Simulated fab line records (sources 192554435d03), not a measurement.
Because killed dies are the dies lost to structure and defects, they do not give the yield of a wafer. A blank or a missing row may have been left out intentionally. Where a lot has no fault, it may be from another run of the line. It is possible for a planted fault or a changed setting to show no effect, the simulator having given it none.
The same fault as seen by 3 desks + flow n5-finfet + each desk has only its own numbers; what lay behind them comes last
Where a reading is given only as a bound, like >300, the bound stands for it, and a mean or a difference that rests on one is marked > or <: the true number lies beyond.

FROM THE METROLOGY DESK
What the gauges read, lot by lot, whatever tool the lot ran on: means of the sampled wafers that have a number. Marked OUT: a lot whose mean sits more than 4 standard deviations from the usual mean, which makes it out of limits; the brackets give that distance.
Columns: A = M13_RS at N5_BEOL_M13_RS_MEAS_54, usual 0.0449 ohm/sq
| lot  | first seen here | A      |
|------|-----------------|--------|
| L977 | day 11 20:37    | 0.0447 |
| L981 | day 12 13:52    | 0.0449 |
| L980 | day 12 15:29    | 0.0452 |
| L982 | day 12 19:28    | 0.0452 |
| L984 | day 14 01:57    | 0.0447 |
| L985 | day 14 08:42    | 0.0446 |
| L987 | day 14 17:17    | 0.0444 |
| L992 | day 15 09:38    | 0.0454 |
| L996 | day 16 21:39    | 0.0450 |
| L997 | day 17 01:03    | 0.0452 |
This desk's verdict: no lot among the 10 shows anything out of limits.

TOOL OWNER'S DESK, rie-diel-02
The tool's own readings at N5_BEOL_M14_ETCH_59 (etches BARC in N2/H2, target depth 89 nm, overetch 26.7 nm, time 67.9 s): means of the sampled wafers that have a number, for each lot that ran on this tool. Marked OUT: a lot whose mean sits more than 4 standard deviations from the usual mean, which makes it out of limits; the brackets give that distance.
Columns: A = drypump-motor-current-A at N5_BEOL_M14_ETCH_59, usual 5.8 A; B = n2-flow-sccm at N5_BEOL_M14_ETCH_59, usual 199.9 sccm; C = oes-product-au at N5_BEOL_M14_ETCH_59, usual 0.67 a.u.; D = rf-vpp-V at N5_BEOL_M14_ETCH_59, usual 522.3 V; E = showerhead-plenum-p-Torr at N5_BEOL_M14_ETCH_59, usual 2.49 Torr; F = throttle-valve-pct at N5_BEOL_M14_ETCH_59, usual 17.87 %
| lot  | first seen here | A   | B     | C    | D     | E    | F     |
|------|-----------------|-----|-------|------|-------|------|-------|
| L977 | day 11 21:26    | 5.9 | 200.0 | 0.64 | 522.5 | 2.51 | 18.01 |
| L980 | day 12 16:44    | 5.9 | 199.9 | 0.62 | 522.8 | 2.50 | 17.84 |
| L982 | day 12 20:21    | 6.1 | 200.4 | 0.60 | 523.0 | 2.53 | 18.00 |
| L984 | day 14 03:09    | 5.9 | 200.0 | 0.61 | 522.1 | 2.49 | 18.02 |
| L987 | day 14 18:00    | 5.9 | 200.2 | 0.61 | 522.4 | 2.50 | 17.87 |
| L992 | day 15 10:26    | 5.9 | 200.1 | 0.60 | 522.2 | 2.49 | 17.87 |
This desk's verdict: no lot among the 6 shows anything out of limits.

THE DEFECT DESK
Inspection counts along the route, by lot: the mean over sampled wafers that carry a number. Marked OUT: a lot whose mean sits more than 4 standard deviations from the usual mean, which makes it out of limits; the brackets give that distance.
Columns: A = raw-defect-count at N5_BEOL_M14_INSPECT_30, usual 2.0
| lot  | first seen here | A                      |
|------|-----------------|------------------------|
| L977 | day 11 22:13    | 2.3                    |
| L981 | day 12 16:10    | 1.0                    |
| L980 | day 12 17:40    | 1.0                    |
| L982 | day 12 21:08    | 1.3                    |
| L984 | day 14 04:01    | >299 (+99 or more) OUT |
| L985 | day 14 10:26    | 2.7                    |
| L987 | day 14 18:47    | >296 (+99 or more) OUT |
| L992 | day 15 11:13    | >293 (+99 or more) OUT |
| L996 | day 16 23:23    | 2.3                    |
| L997 | day 17 03:27    | 1.0                    |
This desk's verdict: out of limits on L984, L987, L992, starting with L984 at day 14 04:01 (raw-defect-count at N5_BEOL_M14_INSPECT_30). Within limits: L977, L981, L980, L982, L985, L996, L997.

PUT TOGETHER
The defect desk could have raised an alarm at day 14 04:01, on L984, L987, L992.
The metrology desk saw nothing out of limits.
The desk of the tool owner found nothing out of limits.
The metrology desk has L984, L987, L992 on record, within its limits.
On record at the tool owner's desk: L984, L987, L992, within its limits.
On rie-diel-02, each named lot ran N5_BEOL_M14_ETCH_59.

WHAT THE SIMULATOR HAD PUT IN
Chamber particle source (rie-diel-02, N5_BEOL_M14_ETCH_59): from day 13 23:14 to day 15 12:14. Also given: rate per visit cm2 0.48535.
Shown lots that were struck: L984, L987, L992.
Hours from the fault's start to each desk's first reading out of limits: the defect desk, 5.
